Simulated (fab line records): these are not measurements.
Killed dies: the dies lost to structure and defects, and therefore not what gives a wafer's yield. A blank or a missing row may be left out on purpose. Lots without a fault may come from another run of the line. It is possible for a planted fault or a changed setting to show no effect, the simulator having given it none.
A struck lot beside a sound one / flow n5_finfet / 36 steps out of a route of 1938
Sound: wafers L907.1, L907.5, L907.6. Wafers struck: L915.1, L915.2, L915.5. The cause is given at the end.
Each step with rows lists, per side, the tool, then ch with its chambers, then its first start. Under that, the readings that differ: sound wafers / struck wafers / difference of the means / sigmas: that difference in standard deviations of wafers without a fault.
alike: readings with means less than 2 such deviations apart, plus words and numbers identical on both sides. not compared: withheld readings, readings lacking a value on some wafer, bounds such as >300 that could conceal the same value, and numbers that have no deviation in the record and whose values overlap.
Wherever a step has rows on one side only, a row that says differs or no value, or a row with sigmas, the two part there. Numbers that don't overlap but have no deviation are shown without sigmas and don't part them. Lack of a reading on every wafer of one side parts them only where that side has two or more wafers.

first, 9 steps without rows for these wafers: N5_HKMG_FIN_SOFTBAKE_44 (time 60 s); N5_HKMG_FIN_EXPOSE_46 (exposes mask NDIPOLE); N5_HKMG_FIN_PEB_47 (peb time 60 s); N5_HKMG_FIN_DEVELOP_48 (develop time 30 s); N5_HKMG_FIN_DESCUM_53 (chemistry O2, time 7.9 s); N5_HKMG_FIN_ETCH_54 (etches SiARC in CF4, target depth 45.5 nm, time 75.8 s); N5_HKMG_FIN_ETCH_55 (etches SOC in N2/H2, target depth 240 nm, time 300 s); N5_HKMG_FIN_STRIP_56 (strips in N2/H2); N5_HKMG_FIN_STRIP_57 (strips in CF4).
N5_HKMG_FIN_ETCH_58: etches SOC in N2/H2, target depth 215.8 nm, time 741 s.
  sound on rie_diel-01 ch 1,2,3, day 4 17:55; struck on rie_diel-01 ch 0,2,3, day 6 20:26
  alike: drypump_motor_current_A, oes_product_au, rf_vpp_V, showerhead_plenum_p_Torr, throttle_valve_pct
  not compared: rf_hours_counter_h
then, 22 steps without rows for these wafers: N5_HKMG_FIN_STRIP_93 (strips SOC in N2/H2, time 20 s); N5_HKMG_FIN_WET_ETCH_76 (etches Al2O3 in dNH4OH, stops on La2O3, target depth 2.25 nm, rinse time 30 s); N5_HKMG_FIN_STRIP_60 (strips in N2/H2, time 360 s); N5_HKMG_FIN_WET_ETCH_77 (etches La2O3 in dHCl, stops on HfO2, target depth 2 nm); N5_HKMG_FIN_WET_ETCH_78 (etches Al2O3 in dNH4OH, stops on La2O3, target depth 4.5 nm, rinse time 30 s); N5_HKMG_FIN_ALD_79 (deposits TiN, target thk 1.5 nm, pulse time 1 s, purge time 3 s); N5_HKMG_FIN_CVD_62 (deposits a-Si from Si2H6, target thk 3 nm, time 20.8 s); N5_HKMG_FIN_RTA_80 (time 2 s); N5_HKMG_FIN_PRECLEAN_64 (cleans in dHF, time 30 s); N5_HKMG_FIN_WET_ETCH_65 (etches a-Si in TMAH, stops on TiN, time 49 s, target depth 3 nm); N5_HKMG_FIN_WET_ETCH_81 (etches TiN in SC1, stops on HfO2, time 57 s, target depth 6 nm); N5_HKMG_FIN_WET_ETCH_82 (etches La2O3 in dHCl, stops on HfO2, target depth 2 nm, rinse time 30 s); N5_HKMG_FIN_ALD_36 (deposits TiN, target thk 1 nm, pulse time 1 s, purge time 3 s); N5_HKMG_FIN_PWFM_ALD_03 (deposits TiN, target thk 2 nm, pulse time 1 s, purge time 3 s); N5_HKMG_FIN_COAT_29 (time 60 s, resist thk 300 nm); N5_HKMG_FIN_COAT_30 (time 60 s, resist thk 35 nm); N5_HKMG_FIN_COAT_06 (resist thk 90 nm); N5_HKMG_FIN_EBR_08; N5_HKMG_FIN_SOFTBAKE_07 (time 60 s); N5_HKMG_FIN_EXPOSE_09 (exposes mask NWFM); N5_HKMG_FIN_PEB_10 (peb time 60 s); N5_HKMG_FIN_DEVELOP_11 (develop time 30 s).
N5_HKMG_FIN_INSPECT_14: inspects for defects (macro).
  sound on defect_inspect-01, day 4 20:56; struck on defect_inspect-02, day 6 23:28
reading=raw_defect_count; sound=0 3 1; struck=>300 >300 >300; difference=differs; sigmas=
then, 1 step without rows for these wafers: N5_HKMG_FIN_DESCUM_17 (chemistry O2, time 7.9 s).
-- here the record skips 4 days between the struck wafers' starts before and after, leaving off in module HKMG_FIN and picking up in module BEOL_M4 (first step shown: number 1111 of the route) --
N5_BEOL_M4_RC_MEAS_101:
  sound on prober-02 ch 0, day 8 06:16; struck on prober-02 ch 0, day 10 16:24
reading=DIBL_N (mV/V); sound=35.8 36.0 35.5; struck=39.6 38.9 38.9; difference=+3.4; sigmas=+3
reading=IOFF_P (nA/um); sound=0.19 0.19 0.20; struck=0.30 0.25 0.25; difference=+0.07; sigmas=+2
reading=ION_P (uA/um); sound=449 458 458; struck=481 472 465; difference=+18; sigmas=+3
reading=VT_P (mV); sound=-254 -254 -253; struck=-245 -247 -246; difference=+8; sigmas=+2
  alike: DIBL_P, IOFF_N, ION_N, SS_N, SS_P, VT_N
-- a jump in the record: the struck wafers' starts before and after are 4 days apart (it breaks off in module BEOL_M4 and resumes in module PASSIVATION, where the first step shown is number 1936 of the route) --
N5_PASSIVATION_PROBE_49:
  sound on prober-02, day 12 06:35; struck on prober-01, day 14 19:12
reading=defect_limited_yield (%); sound=92.1 91.0 87.0; struck=81.1 86.6 81.1; difference=-7.1; sigmas=-5
reading=killed_at_front_end; sound=41 58 88; struck=149 90 146; difference=+66; sigmas=+5
reading=killed_dies; sound=93 106 153; struck=223 158 223; difference=+84; sigmas=+5
reading=killed_on_rim; sound=12 10 25; struck=35 28 12; difference=+9; sigmas=+2
reading=sort_bin_5_function (%); sound=4.7 5.1 8.0; struck=12.4 8.6 12.9; difference=+5.4; sigmas=+5
reading=sort_n_pass; sound=1087 1074 1027; struck=957 1022 957; difference=-84; sigmas=-5
reading=sort_yield_pct (%); sound=92.1 91.0 87.0; struck=81.1 86.6 81.1; difference=-7.1; sigmas=-5
  alike: killed_at_M0_to_M3, killed_at_M4_up, killed_at_contacts, killed_at_other, killed_open, killed_short, sort_bin_6_memory

## WHERE THEY PART
Last at N5_PASSIVATION_PROBE_49 as far as this record goes, first at N5_HKMG_FIN_INSPECT_14.

WHY: the cause the simulator had injected
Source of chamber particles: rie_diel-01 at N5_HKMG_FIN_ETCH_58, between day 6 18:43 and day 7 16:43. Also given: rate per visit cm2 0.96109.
